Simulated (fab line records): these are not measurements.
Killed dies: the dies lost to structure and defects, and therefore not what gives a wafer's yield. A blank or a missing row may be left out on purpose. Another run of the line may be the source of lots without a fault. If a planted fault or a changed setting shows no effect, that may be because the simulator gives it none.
Split-lot experiment :: flow n5 finfet :: 21 wafers read across 7 lots, on a route 1938 steps long

SPLIT DETAILS
At N5_BEOL_M10_TRENCH_ETCH_37 (etches SiCOH lowk in C4F6/O2, target depth 148.83 nm, time 48 s), the setting source w was moved away from the recipe's 345 W on 8 of the 21 wafers read, by -13.5% to +16.4%. All remaining wafers had this setting at the recipe value.

FROM THE SPLIT TO THE READING: what the file shows between them, 11 steps
- N5_BEOL_M10_ETCH_41: etches SiCN in CH3F/O2, target depth 42.6 nm, time 86 s
- N5_BEOL_M10_STRIP_77: strips in N2/H2, time 10 s
- N5_BEOL_M10_OCD_MEAS_38
- N5_BEOL_M10_HM_STRIP_39: strips TiN in peroxide tin strip, target depth 25 nm, time 158 s
- N5_BEOL_M10_SRD_40: time 30 s
- N5_BEOL_M10_ECD_50: material Cu, target thk 318 nm
- N5_BEOL_M10_ANNEAL_51: time 90 s
- N5_BEOL_M10_CMP_52: polishes, stops on SiCOH lowk, t overpolish 7 s, target thk 140 nm
- N5_BEOL_M10_THK_MEAS_53: measures by xrf
- N5_BEOL_M10_PRE_CLEAN_55: time 15 s
- N5_BEOL_M10_DEP_56: deposits SiCN from 3MS/NH3, target thk 15 nm, time 26.5 s

THE READING
M10_RS, in ohm/sq, at N5_BEOL_M10_RS_MEAS_57 (measures by four-point-probe). A value of 0.1512 ohm/sq with a standard deviation of 0.003 ohm/sq is what fault-free wafers of this fab line usually give.

wafer: L074.1
tool, chamber at the split: rie diel-01, 1
source w as run, W: 324.7
against the recipe: -5.9%
M10_RS, ohm/sq: 0.1545
against lot-mates on the recipe: +0.0050

wafer: L074.5
tool, chamber at the split: rie diel-01, 3
source w as run, W: 345
against the recipe: recipe
M10_RS, ohm/sq: 0.1500
against lot-mates on the recipe: -

wafer: L074.6
tool, chamber at the split: rie diel-01, 0
source w as run, W: 345
against the recipe: recipe
M10_RS, ohm/sq: 0.1489
against lot-mates on the recipe: -

wafer: L076.4
tool, chamber at the split: rie diel-01, 1
source w as run, W: 345
against the recipe: recipe
M10_RS, ohm/sq: 0.1512
against lot-mates on the recipe: -

wafer: L076.5
tool, chamber at the split: rie diel-01, 1
source w as run, W: 322.7
against the recipe: -6.5%
M10_RS, ohm/sq: 0.1563
against lot-mates on the recipe: +0.0051

wafer: L076.6
tool, chamber at the split: rie diel-01, 2
source w as run, W: 322.7
against the recipe: -6.5%
M10_RS, ohm/sq: 0.1568
against lot-mates on the recipe: +0.0056

wafer: L081.3
tool, chamber at the split: rie diel-04, 0
source w as run, W: 374.2
against the recipe: +8.5%
M10_RS, ohm/sq: 0.1468
against lot-mates on the recipe: -0.0040

wafer: L081.5
tool, chamber at the split: rie diel-04, 2
source w as run, W: 374.2
against the recipe: +8.5%
M10_RS, ohm/sq: 0.1458
against lot-mates on the recipe: -0.0050

wafer: L081.6
tool, chamber at the split: rie diel-04, 3
source w as run, W: 345
against the recipe: recipe
M10_RS, ohm/sq: 0.1508
against lot-mates on the recipe: -

wafer: L086.1
tool, chamber at the split: rie diel-04, 3
source w as run, W: 298.4
against the recipe: -13.5%
M10_RS, ohm/sq: 0.1630
against lot-mates on the recipe: +0.0113

wafer: L086.3
tool, chamber at the split: rie diel-04, 2
source w as run, W: 298.4
against the recipe: -13.5%
M10_RS, ohm/sq: 0.1647
against lot-mates on the recipe: +0.0130

wafer: L086.6
tool, chamber at the split: rie diel-04, 0
source w as run, W: 345
against the recipe: recipe
M10_RS, ohm/sq: 0.1517
against lot-mates on the recipe: -

wafer: L089.1
tool, chamber at the split: rie diel-01, 3
source w as run, W: 345
against the recipe: recipe
M10_RS, ohm/sq: 0.1541
against lot-mates on the recipe: -

wafer: L089.2
tool, chamber at the split: rie diel-01, 0
source w as run, W: 345
against the recipe: recipe
M10_RS, ohm/sq: 0.1538
against lot-mates on the recipe: -

wafer: L089.4
tool, chamber at the split: rie diel-01, 2
source w as run, W: 345
against the recipe: recipe
M10_RS, ohm/sq: 0.1557
against lot-mates on the recipe: -

wafer: L090.1
tool, chamber at the split: rie diel-03, 0
source w as run, W: 401.5
against the recipe: +16.4%
M10_RS, ohm/sq: 0.1400
against lot-mates on the recipe: -0.0084

wafer: L090.3
tool, chamber at the split: rie diel-03, 1
source w as run, W: 345
against the recipe: recipe
M10_RS, ohm/sq: 0.1509
against lot-mates on the recipe: -

wafer: L090.5
tool, chamber at the split: rie diel-03, 3
source w as run, W: 345
against the recipe: recipe
M10_RS, ohm/sq: 0.1460
against lot-mates on the recipe: -

wafer: L091.2
tool, chamber at the split: rie diel-04, 2
source w as run, W: 345
against the recipe: recipe
M10_RS, ohm/sq: 0.1474
against lot-mates on the recipe: -

wafer: L091.4
tool, chamber at the split: rie diel-04, 3
source w as run, W: 345
against the recipe: recipe
M10_RS, ohm/sq: 0.1478
against lot-mates on the recipe: -

wafer: L091.5
tool, chamber at the split: rie diel-04, 3
source w as run, W: 345
against the recipe: recipe
M10_RS, ohm/sq: 0.1485
against lot-mates on the recipe: -

FIT RESULTS
A straight line over all 21 wafers: M10_RS changes by -0.000779 ohm/sq for each +1% of source w; r = -0.90; the points scatter about the line by 0.0026 ohm/sq.
The same after taking each lot's own level away (the mean of its wafers on the recipe; 21 wafers): -0.000708 ohm/sq for each +1%; r = -0.96; scatter 0.0014 ohm/sq.
The reading moves by 0.012 ohm/sq for the largest change in source w, on that fit.
Across the lots, their own levels run from 0.14790 to 0.15453 ohm/sq, a range of 2.2 times the standard deviation given above.
So the slope is not independent of the lot-to-lot level: the two fits are not the same.
Check: for one of the wafers moved furthest among these (+16.4%), held out of the fit, the line's prediction against its lot-mates is -0.0124 ohm/sq. Against them it came out at -0.00845 ohm/sq.
Tool readings at the split's step, against how far the setting was moved: rf vpp V r = -0.94.

OTHER SPLITS ON THESE WAFERS
Note: prior to the reading, these wafers also went through further splits. Each is held against what the fit with the lots' levels taken away leaves over:
other split on the same wafers: N5_BEOL_M9_COAT_05 spin rpm
wafers away from the commonest value: 5
r with M10_RS (lot level and that fit taken away): +0.09

other split on the same wafers: N5_BEOL_M9_CMP_52 down force psi
wafers away from the commonest value: 6
r with M10_RS (lot level and that fit taken away): -0.17

THE WHOLE CHAIN: every reading that the file lists as answering this split, in the file's order
step: N5_BEOL_M10_TRENCH_ETCH_37
what it does: etches SiCOH lowk in C4F6/O2, target depth 148.83 nm, time 48 s
reading: rf vpp V
change (the file's fit): -3.21 V for each +1% of the setting
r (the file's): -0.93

step: N5_BEOL_M10_TRENCH_ETCH_37
what it does: etches SiCOH lowk in C4F6/O2, target depth 148.83 nm, time 48 s
reading: etch.depth nm (the simulator's own value, which no gauge read)
change (the file's fit): +0.535 nm for each +1% of the setting
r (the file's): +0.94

step: N5_BEOL_M10_TRENCH_ETCH_37
what it does: etches SiCOH lowk in C4F6/O2, target depth 148.83 nm, time 48 s
reading: BEOL_M10.feature depth nm (the simulator's own value, which no gauge read)
change (the file's fit): +0.535 nm for each +1% of the setting
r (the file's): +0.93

step: N5_BEOL_M10_OCD_MEAS_38
what it does: 
reading: trench depth nm
change (the file's fit): +0.557 nm for each +1% of the setting
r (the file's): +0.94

step: N5_BEOL_M10_CMP_52
what it does: polishes, stops on SiCOH lowk, t overpolish 7 s, target thk 140 nm
reading: Cu_of_BEOL_M10_ECD_50.thk nm (the simulator's own value, which no gauge read)
change (the file's fit): +0.563 nm for each +1% of the setting
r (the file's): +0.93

step: N5_BEOL_M10_THK_MEAS_53
what it does: measures by xrf
reading: M10_THK
change (the file's fit): +0.558 for each +1% of the setting
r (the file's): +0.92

step: N5_BEOL_M10_RS_MEAS_57
what it does: measures by four-point-probe
reading: M10_RS
change (the file's fit): -0.000678 for each +1% of the setting
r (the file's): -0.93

THE FILE'S OWN FIT
M10_RS changes by -0.000678 ohm/sq for each +1% of source w, r = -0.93.
